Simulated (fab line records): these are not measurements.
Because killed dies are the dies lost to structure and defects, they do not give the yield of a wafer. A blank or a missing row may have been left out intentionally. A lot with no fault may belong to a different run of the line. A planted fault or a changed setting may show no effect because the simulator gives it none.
Chamber matching + flow n5_finfet + N5_BEOL_M1_STRIP_66 on rie_diel-04 has 4 sister chambers
The step strips in CF4. 16 wafers are shown with their chamber, then 8 later ones without.

EACH WAFER AND ITS CHAMBER
| wafer  | chamber | drypump_motor_current_A (A) | showerhead_plenum_p_Torr (Torr) | throttle_valve_pct (%) |
|--------|---------|-----------------------------|---------------------------------|------------------------|
| L076.3 | 1       | 6.4                         | 1.83                            | 13.53                  |
| L076.4 | 3       | 5.4                         | 1.83                            | 13.24                  |
| L076.6 | 0       | 5.4                         | 1.73                            | 13.44                  |
| L077.1 | 2       | 5.2                         | 1.84                            | 13.76                  |
| L077.3 | 3       | 5.4                         | 1.83                            | 13.24                  |
| L077.4 | 0       | 5.4                         | 1.73                            | 13.48                  |
| L079.1 | 1       | 6.4                         | 1.83                            | 13.55                  |
| L079.4 | 0       | 5.4                         | 1.73                            | 13.47                  |
| L079.6 | 2       | 5.2                         | 1.84                            | 13.74                  |
| L080.1 | 3       | 5.4                         | 1.83                            | 13.25                  |
| L080.2 | 1       | 6.4                         | 1.82                            | 13.56                  |
| L080.4 | 0       | 5.3                         | 1.73                            | 13.48                  |
| L081.1 | 1       | 6.4                         | 1.82                            | 13.57                  |
| L081.2 | 3       | 5.4                         | 1.83                            | 13.26                  |
| L081.3 | 0       | 5.4                         | 1.73                            | 13.48                  |
| L084.3 | 0       | 5.4                         | 1.73                            | 13.49                  |

SIGNATURES (averages over the wafers above)
| reading                  | chamber 0 | chamber 1 | chamber 2 | chamber 3 | scatter within a chamber |
|--------------------------|-----------|-----------|-----------|-----------|--------------------------|
| drypump_motor_current_A  | 5.383     | 6.400     | 5.200     | 5.400     | 0.0264                   |
| showerhead_plenum_p_Torr | 1.7300    | 1.8250    | 1.8400    | 1.8300    | 0.00289                  |
| throttle_valve_pct       | 13.4733   | 13.5525   | 13.7500   | 13.2475   | 0.0155                   |
Rule: distance of a wafer from a chamber = root of the sum over the readings of ((wafer's reading minus chamber's mean) / reading's scatter) squared. The wafer belongs to the nearest chamber; if the next one is less than 2 further off, it can't be placed. The scatter: take each reading less its chamber's mean, square it, sum over the shown wafers, divide by the number of wafers less the number of chambers, and take the root.

WAFERS MISSING THEIR CHAMBER
| wafer  | drypump_motor_current_A (A) | showerhead_plenum_p_Torr (Torr) | throttle_valve_pct (%) |
|--------|-----------------------------|---------------------------------|------------------------|
| L084.4 | 5.3                         | 1.84                            | 13.20                  |
| L084.5 | 5.3                         | 1.84                            | 13.18                  |
| L086.2 | 5.4                         | 1.72                            | 13.52                  |
| L086.3 | 6.4                         | 1.82                            | 13.59                  |
| L086.5 | 5.4                         | 1.72                            | 13.52                  |
| L091.1 | 6.4                         | 1.82                            | 13.61                  |
| L091.2 | 5.4                         | 1.82                            | 13.30                  |
| L091.5 | 5.4                         | 1.82                            | 13.30                  |

WHICH CHAMBER EACH ONE RAN IN
| wafer  | from the rows above | in truth                   |
|--------|---------------------|----------------------------|
| L084.4 | 3                   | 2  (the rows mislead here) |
| L084.5 | 3                   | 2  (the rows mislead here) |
| L086.2 | 0                   | 0                          |
| L086.3 | 1                   | 1                          |
| L086.5 | 0                   | 0                          |
| L091.1 | 1                   | 1                          |
| L091.2 | 3                   | 3                          |
| L091.5 | 3                   | 3                          |
6 of 8 placed correctly. Left unplaced by these rows: 0. Number placed wrongly: 2.
